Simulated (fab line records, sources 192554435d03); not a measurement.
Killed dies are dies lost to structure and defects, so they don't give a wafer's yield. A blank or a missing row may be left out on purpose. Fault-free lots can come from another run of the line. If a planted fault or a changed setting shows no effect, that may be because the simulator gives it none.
fab line records	flow n5_finfet
record: lots: 5	wafers: 15	last_day: 18
route steps=1938 shown BEOL_M4@1099 BEOL_M5@1112 BEOL_M6@1254 PASSIVATION@1936
lots with no fault: from the same line, run without faults
start_h: hours from the record's first day to the start of the lot's first wafer shown	wait_h: hours from the lot's prior step to this one	" identical to the entry in the row above	L1.1+2: a row that stands for several wafers	- no value, or no start given	* or withheld: withheld	< > ~ a bound
route shown NAME@n: a module of which the file shows steps, and the number in the route of the first	usual: average and standard deviation across the fault-free wafers	same: alike in all rows	chamber/n: place in a boat	sites: per-site readings	_std_site: their standard deviation	_edge_site: the outer-site mean with the inner-site mean subtracted	radius_mm: for every site, how far away it sits from the centre of the wafer	mask NAME#n: copy n	behind: tool/chamber where the wafer was last shaped	hold: the reason the lot was held/the length of the hold in hours/how it ended	device: the transistor (n, p or np) that didn't switch	end of line: tests run on the same wafers once the route is complete	a step given without rows: its recipe and nothing more	killed: dies lost to structure and defects at the first sort, not the wafer's yield	map: a wafer's dies, marking killed ones x, the rest . and places with no die _
set.NAME: the setting as run; set.NAME@STEP: as run at that earlier step	model.NAME: the simulator's own value behind a step, which no gauge read
lots at selected steps of the route; one table per step, one row per wafer
services: a tool's chamber out of use, with start hour (start_h, from the record's first day; less than 0 if before it), hours out, and reason
== steps ==
step: N5_BEOL_M4_ANNEAL_95
recipe: temp_c: 400	time_s: 240	ambient: vacuum
step: N5_BEOL_M4_SPUTTER_96
recipe: material: Cu	target_thk_a: 45	temp_c: -20	chamber_pressure_pa: 0.07	power_w: withheld	time_s: 8.29
step: N5_BEOL_M4_ECD_50
recipe: material: Cu	target_thk_a: 3000
step: N5_BEOL_M4_ANNEAL_51
recipe: temp_c: 225	time_s: 90	ambient: N2
step: N5_BEOL_M4_CMP_52
recipe: stop_on: SiOC	t_overpolish_s: 6.8	down_force_psi: 1	platen_rpm: 50	clearing_platen_down_force_psi: 1.5	clearing_platen_rpm: 50	post_cmp_clean: cu_alkaline	target_thk_nm: 40	clearing_platen_pad_velocity_m_s: 0.99484	pad_velocity_m_s: 0.99484
step: N5_BEOL_M4_PRE_CLEAN_60
recipe: gas: NH3/H2	time_s: 15	temp_c: *	rf_power_w: 300
step: N5_BEOL_M4_CO_CAP_55
recipe: material: Co	target_thk_a: 20	temp_c: 200	precursor: CCTBA/H2	pressure_torr: 30	time_s: 102.1
step: N5_BEOL_M4_PRE_CLEAN_56
recipe: gas: NH3	time_s: 15	temp_c: withheld	rf_power_w: 300
step: N5_BEOL_M4_DEP_57
recipe: material: SiCN	target_thk_a: 80	temp_c: withheld	precursor: 3MS/NH3	pressure_torr: 3	rf_w: 202	time_s: 14
step: N5_BEOL_M4_RC_MEAS_101
usual: DIBL_N: 36.0/1.8	DIBL_P: 36.3/2.4	IOFF_N: 0.16/0.035	IOFF_P: 0.21/0.036	ION_N: 673/13	ION_P: 461/7.2	SS_N: 71.4/0.6	SS_P: 73.2/0.7	VT_N: 250/4	VT_P: -250.9/2.9
lot.wafer	tool	chamber	start_h	wait_h	DIBL_N[mV/V]	DIBL_P[mV/V]	IOFF_N[nA/um]	IOFF_P[nA/um]	ION_N[uA/um]	ION_P[uA/um]	SS_N[mV/dec]	SS_P[mV/dec]	VT_N[mV]	VT_P[mV]
L359.2	prober-01	0	250.27	0.2	35.8	36.5	0.15	0.23	676	464	71.2	73.2	251	-247.1
L359.4	"	0	"	"	35.6	35.1	0.15	0.21	662	458	71.7	72.4	251	-247.1
L359.5	"	0	"	"	34.5	34.2	0.13	0.20	673	464	71.3	72.0	252	-248.3
L361.1	prober-02	0	264.36	0.0	37.3	38.8	0.17	0.20	677	458	72.3	73.8	251	-254.0
L361.2	"	0	"	"	35.2	36.0	0.12	0.17	658	449	70.8	72.9	256	-258.4
L361.3	"	0	"	"	34.2	34.1	0.12	0.15	660	448	70.7	72.3	258	-256.6
L362.2	prober-01	0	276.11	0.2	37.0	36.1	0.16	0.20	670	454	71.7	73.3	252	-253.1
L362.4	"	0	"	"	33.8	33.0	0.12	0.16	660	458	70.5	72.4	256	-254.9
L362.6	"	0	"	"	32.8	30.6	0.10	0.13	646	442	69.7	71.9	260	-255.0
L366.2	prober-02	0	287.13	0.2	34.3	33.6	0.12	0.17	654	458	70.7	72.4	253	-252.0
L366.3	"	0	"	"	37.3	36.4	0.17	0.21	680	460	71.5	73.5	248	-250.0
L366.4	"	0	"	"	34.4	33.1	0.11	0.16	662	458	70.4	72.9	253	-258.8
L367.2	prober-01	0	316.53	0.2	37.0	35.1	0.16	0.21	658	455	71.8	73.0	250	-250.3
L367.3	"	0	"	"	33.7	31.9	0.10	0.16	652	455	70.8	72.6	256	-254.5
L367.6	"	0	"	"	34.6	33.9	0.11	0.18	654	457	71.3	73.2	254	-254.1
step: N5_BEOL_M5_ILD_DEP_00
recipe: material: SiCOH_lowk	target_thk_a: 1406.4	temp_c: 300	precursor: DEMS/porogen	pressure_torr: 5	rf_w: 500	time_s: 25.9
step: N5_BEOL_M5_CURE_79
recipe: temp_c: 385	time_s: 240	ambient: He/Ar	material: SiCOH_lowk
step: N5_BEOL_M5_PECVD_70
recipe: material: SiO2	target_thk_a: 160	temp_c: 400	precursor: TEOS/O2	pressure_torr: 5.5	rf_w: 450	teos_flow_sccm: 53.8	gas: O2	flow_sccm: 3000	time_s: 18
step: N5_BEOL_M5_HM_DEP_02
recipe: material: TiN	target_thk_a: 200	temp_c: 25	chamber_pressure_pa: 0.49996
step: N5_BEOL_M5_COAT_59
recipe: resist: SOC	temp_c: 250	time_s: 60	spin_rpm: 1500	resist_thk_nm: 60
step: N5_BEOL_M5_COAT_60
recipe: resist: SiARC	temp_c: 220	time_s: 60	spin_rpm: 1500	resist_thk_nm: 12
step: N5_BEOL_M5_COAT_71
recipe: resist: underlayer	temp_c: 205	time_s: 60	spin_rpm: 1500	resist_thk_nm: 5
step: N5_BEOL_M5_COAT_05
recipe: resist: CAR-EUV	spin_rpm: 1500	resist_thk_nm: 30
step: N5_BEOL_M5_EBR_07
recipe: solvent: PGMEA	ebr_width_mm: 1.5
step: N5_BEOL_M5_SOFTBAKE_06
recipe: temp_c: 110	time_s: 60	resist: CAR-EUV
step: N5_BEOL_M5_EXPOSE_08
recipe: mask_id: M5	na: 0.33	source_shape: annular	sigma_inner: 0.4	sigma_outer: 0.8	polarization: unpolarized	target_cd_nm: 28	dose_mj: 35.75
step: N5_BEOL_M5_PEB_09
recipe: peb_temp_c: 100	peb_time_s: 60	resist: CAR-EUV
step: N5_BEOL_M5_DEVELOP_10
recipe: develop_time_s: 30	developer: TMAH	resist: CAR-EUV	rinse_liquid: surfactant_rinse	dry: air_spin	dev_temp_c: 23
step: N5_BEOL_M5_DESCUM_16
recipe: chemistry: O2	time_s: 7	source_power_w: 50	bias_power_w: 20	pressure_mtorr: 20	rf_frequency_hz: 2.712e+07	temp_c: 40	resist: CAR-EUV	o2_flow_sccm: 225
step: N5_BEOL_M5_ETCH_72
recipe: chemistry: N2/H2	target: underlayer	target_depth_a: 65	mask_material: CAR-EUV	time_s: 5.2	ion_energy_ev: 200	pressure_mtorr: 30	source_w: 840	bias_w: 150	n2_flow_sccm: 200	h2_flow_sccm: 200	ends: cleared
step: N5_BEOL_M5_ETCH_61
recipe: chemistry: CF4	target: SiARC	target_depth_a: 156	mask_material: CAR-EUV	time_s: 26	ion_energy_ev: 80	pressure_mtorr: 40	source_w: 545	bias_w: 36	Ar_flow_sccm: 100	cf4_flow_sccm: 100	ends: cleared
step: N5_BEOL_M5_ETCH_62
recipe: chemistry: N2/H2	target: SOC	target_depth_a: 750	overetch_a: 150	mask_material: SiARC	temp_c: 40	time_s: 112.5	ion_energy_ev: 200	pressure_mtorr: 30	source_w: 840	bias_w: 150	n2_flow_sccm: 200	h2_flow_sccm: 200
step: N5_BEOL_M5_STRIP_63
recipe: chemistry: N2/H2	temp_c: 40	n2_flow_sccm: 200	h2_flow_sccm: 200	rf_frequency_hz: 6e+07
step: N5_BEOL_M5_STRIP_73
recipe: chemistry: N2/H2	temp_c: 40	n2_flow_sccm: 200	h2_flow_sccm: 200	rf_frequency_hz: 6e+07
step: N5_BEOL_M5_STRIP_64
recipe: chemistry: CF4	resist: SiARC	power_w: 300	bias_power_w: 75	pressure_mtorr: 50	cf4_flow_sccm: 150	rf_frequency_hz: 6e+07
step: N5_BEOL_M5_HM_OPEN_17
recipe: chemistry: Cl2/BCl3	target_depth_a: 200	overetch_a: 60	target: TiN	mask_material: SOC	ion_energy_ev: 150	pressure_mtorr: 10	icp_w: 1000	bias_w: 126	Cl2_flow_sccm: 53.25	bcl3_flow_sccm: 21.75	Ar_flow_sccm: 25
step: N5_BEOL_M5_STRIP_19
recipe: chemistry: O2	power_w: 400	temp_c: 40	pressure_mtorr: 30	rf_frequency_hz: 6e+07	bias_power_w: 0	overash_fraction: 0.2	o2_flow_sccm: 225
step: N5_BEOL_M5_COAT_65
recipe: resist: SOC	temp_c: 250	time_s: 60	spin_rpm: 1500	resist_thk_nm: 60
step: N5_BEOL_M5_COAT_66
recipe: resist: SiARC	temp_c: 220	time_s: 60	spin_rpm: 1500	resist_thk_nm: 12
step: N5_BEOL_M6_SPUTTER_48
recipe: material: Cu	target_thk_a: 100	temp_c: -20	bias_v: 60	power_w: 26000	chamber_pressure_pa: 0.13	time_s: 1.667
usual: bias_v: 59.9/0.6	cathode_dc_power_W: 26000/4.3	throttle_valve_pct: 30.2/1	time_s: 1.667/0
lot.wafer	tool	chamber	start_h	wait_h	bias_v	cathode_dc_power_W	throttle_valve_pct	time_s
L359.2	pvd_sputter-03	-	268.44	0.1	-	-	-	-
L359.4	"	-	"	"	-	-	-	-
L359.5	"	-	"	"	-	-	-	-
L361.1	pvd_sputter-01	-	283.38	0.1	-	-	-	-
L361.2	"	-	"	"	-	-	-	-
L361.3	"	-	"	"	-	-	-	-
L362.2	pvd_sputter-02	-	296.65	0.1	-	-	-	-
L362.4	"	-	"	"	-	-	-	-
L362.6	"	-	"	"	-	-	-	-
L366.2	pvd_sputter-01	-	309.24	0.1	60.0	25999	30.9	1.667
L366.3	"	-	"	"	59.7	25998	31.8	1.667
L366.4	"	-	"	"	60.1	25994	29.9	1.667
L367.2	pvd_sputter-01	-	346.59	0.6	59.5	25996	31.9	1.667
L367.3	"	-	"	"	59.6	26005	31.1	1.667
L367.6	"	-	"	"	60.3	26001	30.7	1.667
step: N5_BEOL_M6_CMP_52
recipe: stop_on: SiCOH_lowk	t_overpolish_s: 6.9	down_force_psi: 1	platen_rpm: 50	clearing_platen_down_force_psi: 1.5	clearing_platen_rpm: 50	post_cmp_clean: cu_alkaline	target_thk_nm: 80	clearing_platen_pad_velocity_m_s: 0.99484	pad_velocity_m_s: 0.99484
usual: edge_zone_pressure_frac: 1.000/0.0051	motor_current_A: 5.8/0.63	slurry_filter_dp_kPa: 13.50/0.13	time_to_endpoint_s: 62.8/2.5
lot.wafer	tool	chamber	start_h	wait_h	edge_zone_pressure_frac	motor_current_A	slurry_filter_dp_kPa	time_to_endpoint_s
L359.4	cmp-03	0	269.84	0.2	0.994	6.8	13.49	0.6
L359.2	"	2	"	"	0.998	5.4	13.11	0.9
L359.5	"	0	"	"	0.999	6.6	13.51	1.1
L361.3	cmp-03	2	283.93	0.2	0.994	5.7	13.53	0.8
L361.2	"	3	"	"	1.010	5.6	13.64	1.3
L361.1	"	0	"	"	1.001	6.6	13.37	3.7
L362.2	cmp-03	2	297.22	0.2	1.005	5.3	13.42	3.6
L362.4	"	1	"	"	0.999	5.7	13.28	1.0
L362.6	"	2	"	"	1.012	5.7	13.45	1.3
L366.3	cmp-01	3	310.47	0.2	1.004	6.4	13.44	58.6
L366.2	"	1	"	"	1.004	6.4	13.56	58.6
L366.4	"	2	"	"	0.999	7.2	13.45	62.0
L367.3	cmp-02	1	347.18	0.2	1.001	5.1	13.50	63.5
L367.2	"	2	"	"	1.008	5.5	13.74	58.5
L367.6	"	0	"	"	1.005	6.0	13.53	61.6
step: N5_PASSIVATION_PROBE_49
usual: defect_limited_yield: 91.2/1.4	killed_at_M0_to_M3: 35/11	killed_at_M4_up: 14/5.6	killed_at_contacts: 12/5.6	killed_at_front_end: 38/11	killed_at_other: 4/3.4	killed_dies: 103/17	killed_on_rim: 13/3.5	killed_open: 68/12	killed_short: 33/8.8	sort_bin_5_function: 5.1/0.89	sort_bin_6_memory: 3.3/0.71	sort_n_pass: 1077/17	sort_yield_pct: 91.2/1.4
same: gross_dies: 1180	killed_at_back_side: 0	sort_bin_4_leakage[%]: 0	sort_bin_8_speed[%]: 0
lot.wafer	tool	chamber	start_h	wait_h	defect_limited_yield[%]	killed_at_M0_to_M3	killed_at_M4_up	killed_at_contacts	killed_at_front_end	killed_at_other	killed_dies	killed_on_rim	killed_open	killed_short	sort_bin_5_function[%]	sort_bin_6_memory[%]	sort_n_pass	sort_yield_pct[%]
L359.2	prober-02	-	353.17	0.1	0	33	1067	17	58	5	1180	152	72	46	96.7	3.0	0	0
L359.4	prober-02	-	353.27	0.2	0	40	1074	19	39	8	1180	152	81	29	97.2	2.5	0	0
L359.5	prober-02	-	353.32	0.2	0	23	1083	22	41	11	1180	152	66	37	96.8	3.2	0	0
L361.1	prober-01	-	374.63	0.0	0	32	1107	15	24	2	1180	152	55	31	96.6	3.2	0	0
L361.2	prober-01	-	374.68	0.1	0	18	1109	14	37	2	1180	152	59	25	97.0	2.7	0	0
L361.3	prober-01	-	374.73	0.1	0	30	1101	15	29	5	1180	152	60	30	97.2	2.5	0	0
L362.2	prober-01	-	391.01	0.1	0	33	1094	15	36	2	1180	152	67	35	96.4	3.3	0	0
L362.4	prober-01	-	391.11	0.2	0	23	1090	16	47	4	1180	152	82	26	95.9	3.7	0	0
L362.6	prober-01	-	391.21	0.3	0	34	1084	17	44	1	1180	152	76	39	96.2	3.5	0	0
killed by level:class
L359.2 BEOL_M6:area_ecd=561 BEOL_M6:area_sputter=501 STI_FIN_REVEAL:geometric_particle:open=17 BEOL_M0_SAQP:geometric_particle:short=15 MOL_CONTACT_COAG:geometric_particle:open=13 GATE_CUT:geometric_particle:short=8 ILD0:geometric_particle:short=6 BEOL_M0_SAQP:geometric_particle:open=6
L359.4 BEOL_M6:area_sputter=555 BEOL_M6:area_ecd=515 MOL_CONTACT_COAG:geometric_particle:open=16 STI_FIN_REVEAL:geometric_particle:open=12 BEOL_M1:geometric_particle:open=12 BEOL_M2:geometric_particle:open=11 FIN_SAQP:geometric_particle:short=6 MIM_TOP:geometric_particle:open=5
L359.5 BEOL_M6:area_ecd=547 BEOL_M6:area_sputter=527 MOL_CONTACT_COAG:geometric_particle:open=18 DUMMY_GATE:geometric_particle:open=9 MIM_TOP_ETCH:geometric_particle:open=6 GATE_CUT:geometric_particle:short=5 STARTING-WAFER:geometric_particle:short=5 BEOL_M2:geometric_particle:open=5
L361.1 BEOL_M6:area_ecd=552 BEOL_M6:area_sputter=542 MOL_CONTACT_COAG:geometric_particle:open=13 BEOL_M2:geometric_particle:open=9 BEOL_M2:geometric_particle:short=9 BEOL_M4:geometric_particle:open=7 BEOL_M3:geometric_particle:open=5 ILD0:geometric_particle:open=4
L361.2 BEOL_M6:area_sputter=565 BEOL_M6:area_ecd=531 MOL_CONTACT_COAG:geometric_particle:open=12 STI_FIN_REVEAL:geometric_particle:open=9 DUMMY_GATE:geometric_particle:open=7 BEOL_M1:geometric_particle:open=6 GATE_CUT:geometric_particle:short=5 BEOL_M0_SAQP:geometric_particle:open=5
L361.3 BEOL_M6:area_sputter=551 BEOL_M6:area_ecd=539 BEOL_M1:geometric_particle:open=14 MOL_CONTACT_COAG:geometric_particle:open=13 GATE_CUT:geometric_particle:short=5 BEOL_M4:geometric_particle:open=5 STARTING-WAFER:geometric_particle:short=5 BEOL_M0_SAQP:geometric_particle:open=4
L362.2 BEOL_M6:area_ecd=545 BEOL_M6:area_sputter=532 MOL_CONTACT_COAG:geometric_particle:open=13 BEOL_M0_SAQP:geometric_particle:short=12 FIN_SAQP:geometric_particle:open=10 BEOL_M0_SAQP:geometric_particle:open=10 BEOL_M4:geometric_particle:short=9 BEOL_M3:geometric_particle:open=8
L362.4 BEOL_M6:area_sputter=546 BEOL_M6:area_ecd=525 FIN_SAQP:geometric_particle:open=24 MOL_CONTACT_COAG:geometric_particle:open=15 BEOL_M0_SAQP:geometric_particle:open=10 FIN_SAQP:geometric_particle:short=8 BEOL_M4:geometric_particle:open=5 BEOL_M0_SAQP:geometric_particle:short=5
L362.6 BEOL_M6:area_ecd=534 BEOL_M6:area_sputter=530 MOL_CONTACT_COAG:geometric_particle:open=16 FIN_SAQP:geometric_particle:short=13 BEOL_M0_SAQP:geometric_particle:open=12 BEOL_M0_SAQP:geometric_particle:short=9 STI_FIN_REVEAL:geometric_particle:open=7 BEOL_M4:geometric_particle:open=6
map L359.2 (x killed, . not)
_________________xxxxxxxxxxxx________________
______________xxxxxxxxxxxxxxxxxx_____________
___________xxxxxxxxxxxxxxxxxxxxxxxx__________
__________xxxxxxxxxxxxxxxxxxxxxxxxxx_________
________xxxxxxxxxxxxxxxxxxxxxxxxxxxxxx_______
_______xxxxxxxxxxxxxxxxxxxxxxxxxxxxxxxx______
______xxxxxxxxxxxxxxxxxxxxxxxxxxxxxxxxxx_____
_____xxxxxxxxxxxxxxxxxxxxxxxxxxxxxxxxxxxx____
____xxxxxxxxxxxxxxxxxxxxxxxxxxxxxxxxxxxxxx___
___xxxxxxxxxxxxxxxxxxxxxxxxxxxxxxxxxxxxxxxx__
___xxxxxxxxxxxxxxxxxxxxxxxxxxxxxxxxxxxxxxxx__
__xxxxxxxxxxxxxxxxxxxxxxxxxxxxxxxxxxxxxxxxxx_
__xxxxxxxxxxxxxxxxxxxxxxxxxxxxxxxxxxxxxxxxxx_
_xxxxxxxxxxxxxxxxxxxxxxxxxxxxxxxxxxxxxxxxxxxx
_xxxxxxxxxxxxxxxxxxxxxxxxxxxxxxxxxxxxxxxxxxxx
_xxxxxxxxxxxxxxxxxxxxxxxxxxxxxxxxxxxxxxxxxxxx
_xxxxxxxxxxxxxxxxxxxxxxxxxxxxxxxxxxxxxxxxxxxx
_xxxxxxxxxxxxxxxxxxxxxxxxxxxxxxxxxxxxxxxxxxxx
_xxxxxxxxxxxxxxxxxxxxxxxxxxxxxxxxxxxxxxxxxxxx
_xxxxxxxxxxxxxxxxxxxxxxxxxxxxxxxxxxxxxxxxxxxx
_xxxxxxxxxxxxxxxxxxxxxxxxxxxxxxxxxxxxxxxxxxxx
__xxxxxxxxxxxxxxxxxxxxxxxxxxxxxxxxxxxxxxxxxx_
__xxxxxxxxxxxxxxxxxxxxxxxxxxxxxxxxxxxxxxxxxx_
___xxxxxxxxxxxxxxxxxxxxxxxxxxxxxxxxxxxxxxxx__
___xxxxxxxxxxxxxxxxxxxxxxxxxxxxxxxxxxxxxxxx__
____xxxxxxxxxxxxxxxxxxxxxxxxxxxxxxxxxxxxxx___
_____xxxxxxxxxxxxxxxxxxxxxxxxxxxxxxxxxxxx____
______xxxxxxxxxxxxxxxxxxxxxxxxxxxxxxxxxx_____
_______xxxxxxxxxxxxxxxxxxxxxxxxxxxxxxxx______
________xxxxxxxxxxxxxxxxxxxxxxxxxxxxxx_______
__________xxxxxxxxxxxxxxxxxxxxxxxxxx_________
___________xxxxxxxxxxxxxxxxxxxxxxxx__________
______________xxxxxxxxxxxxxxxxxx_____________
_________________xxxxxxxxxxxx________________
map L361.1 (x killed, . not)
_________________xxxxxxxxxxxx________________
______________xxxxxxxxxxxxxxxxxx_____________
___________xxxxxxxxxxxxxxxxxxxxxxxx__________
__________xxxxxxxxxxxxxxxxxxxxxxxxxx_________
________xxxxxxxxxxxxxxxxxxxxxxxxxxxxxx_______
_______xxxxxxxxxxxxxxxxxxxxxxxxxxxxxxxx______
______xxxxxxxxxxxxxxxxxxxxxxxxxxxxxxxxxx_____
_____xxxxxxxxxxxxxxxxxxxxxxxxxxxxxxxxxxxx____
____xxxxxxxxxxxxxxxxxxxxxxxxxxxxxxxxxxxxxx___
___xxxxxxxxxxxxxxxxxxxxxxxxxxxxxxxxxxxxxxxx__
___xxxxxxxxxxxxxxxxxxxxxxxxxxxxxxxxxxxxxxxx__
__xxxxxxxxxxxxxxxxxxxxxxxxxxxxxxxxxxxxxxxxxx_
__xxxxxxxxxxxxxxxxxxxxxxxxxxxxxxxxxxxxxxxxxx_
_xxxxxxxxxxxxxxxxxxxxxxxxxxxxxxxxxxxxxxxxxxxx
_xxxxxxxxxxxxxxxxxxxxxxxxxxxxxxxxxxxxxxxxxxxx
_xxxxxxxxxxxxxxxxxxxxxxxxxxxxxxxxxxxxxxxxxxxx
_xxxxxxxxxxxxxxxxxxxxxxxxxxxxxxxxxxxxxxxxxxxx
_xxxxxxxxxxxxxxxxxxxxxxxxxxxxxxxxxxxxxxxxxxxx
_xxxxxxxxxxxxxxxxxxxxxxxxxxxxxxxxxxxxxxxxxxxx
_xxxxxxxxxxxxxxxxxxxxxxxxxxxxxxxxxxxxxxxxxxxx
_xxxxxxxxxxxxxxxxxxxxxxxxxxxxxxxxxxxxxxxxxxxx
__xxxxxxxxxxxxxxxxxxxxxxxxxxxxxxxxxxxxxxxxxx_
__xxxxxxxxxxxxxxxxxxxxxxxxxxxxxxxxxxxxxxxxxx_
___xxxxxxxxxxxxxxxxxxxxxxxxxxxxxxxxxxxxxxxx__
___xxxxxxxxxxxxxxxxxxxxxxxxxxxxxxxxxxxxxxxx__
____xxxxxxxxxxxxxxxxxxxxxxxxxxxxxxxxxxxxxx___
_____xxxxxxxxxxxxxxxxxxxxxxxxxxxxxxxxxxxx____
______xxxxxxxxxxxxxxxxxxxxxxxxxxxxxxxxxx_____
_______xxxxxxxxxxxxxxxxxxxxxxxxxxxxxxxx______
________xxxxxxxxxxxxxxxxxxxxxxxxxxxxxx_______
__________xxxxxxxxxxxxxxxxxxxxxxxxxx_________
___________xxxxxxxxxxxxxxxxxxxxxxxx__________
______________xxxxxxxxxxxxxxxxxx_____________
_________________xxxxxxxxxxxx________________
== services ==
tool	chamber	start_h	hours	kind
cmp-01	-	262.66	2.6	repair
cmp-01	-	269.90	1.7	repair
cmp-03	-	279.49	4.0	pm
cmp-03	-	283.49	-	consumable_replace:conditioner
cmp-03	-	283.49	-	consumable_replace:pad
pvd_sputter-02	-	310.46	4.5	repair
pvd_sputter-02	-	324.98	1.7	repair
pvd_sputter-03	-	330.58	2.5	repair
pvd_sputter-03	-	333.25	7.2	repair
pvd_sputter-02	-	343.85	3.3	repair
== key ==
first_sign: step: N5_BEOL_M6_SPUTTER_48	reading: tool_record	direction: missing
effect: step: N5_BEOL_M6_CMP_52	reading: time_to_endpoint_s	direction: down	sigmas: 24	usual: *	struck: *
effect: step: N5_PASSIVATION_PROBE_49	reading: killed_at_M4_up	direction: up	sigmas: 99+	usual: 14	struck: 1090
more_kills_born_at: N5_BEOL_M6_ECD_50@ecd_cu-01: 3227	N5_BEOL_M6_SPUTTER_48@pvd_sputter-01: 1658	N5_BEOL_M6_ECD_50@ecd_cu-02: 1622
met_at N5_BEOL_M6_SPUTTER_48
struck_wafers L359.2,L359.4,L359.5,L361.1,L361.2,L361.3,L362.2,L362.4,L362.6
later_rows_left_out L359.2,L359.4,L359.5,L361.1,L361.2,L361.3,L362.2,L362.4,L362.6
fault: kind: skipped_step_whole	tool: pvd_sputter-01,pvd_sputter-02,pvd_sputter-03	chamber: -	onset_h: 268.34	steps: N5_BEOL_M6_SPUTTER_48	scope: struck_lots_only
later_rows_left_out: the simulator's readings of these wafers behind a module that went badly wrong aren't trusted and aren't shown, but for the sort
